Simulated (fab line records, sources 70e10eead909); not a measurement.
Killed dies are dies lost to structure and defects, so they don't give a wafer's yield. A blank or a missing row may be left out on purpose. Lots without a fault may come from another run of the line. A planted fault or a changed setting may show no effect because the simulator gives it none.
Chamber matching | flow nand_harc | NHARC_A_CHANNEL_HOLE_D1_DEP_01 on pecvd-04: 3 sister chambers
The step deposits SiON, target thk 140 nm. 3 wafers are shown with their chamber, then 7 later ones without.

WAFERS WITH THEIR CHAMBER
wafer  | chamber | heater_power_outer_w (W)
L913.6 | 1       | 425
L927.1 | 0       | 522
L927.3 | 2       | 526

WAFERS WITHOUT THEIR CHAMBER
wafer  | heater_power_outer_w (W)
L927.4 | 532
L931.3 | 569
L931.4 | 577
L931.6 | 524
L932.1 | 474
L932.2 | 582
L932.3 | 395

WHICH CHAMBER EACH WENT THROUGH
wafer  | from the rows above          | in truth
L927.4 | can't be placed: 2 or 0      | 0
L931.3 | can't be placed: 2 or 0      | 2
L931.4 | can't be placed: 2 or 0      | 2
L931.6 | can't be placed: 0 or 2      | 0
L932.1 | can't be placed: 0 or 1 or 2 | 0
L932.2 | can't be placed: 2 or 0      | 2
L932.3 | 1                            | 1
Placed correctly: 1 of 7. Can't be placed from these rows: 6 (the true chamber is among the candidates in 6). Placed wrongly: 0.
How it was worked out, from the rows above alone: a wafer's distance from a chamber is the root of the sum, over the readings, of the square of ((its reading less the chamber's mean) divided by the reading's scatter). The wafer belongs to the nearest chamber; if the next one is less than 2 further off, it can't be placed. A chamber's mean is the mean of its shown wafers. The scatter: with one shown wafer a chamber, the root of the mean of the squares of how far each hidden wafer lies from its nearest shown one.
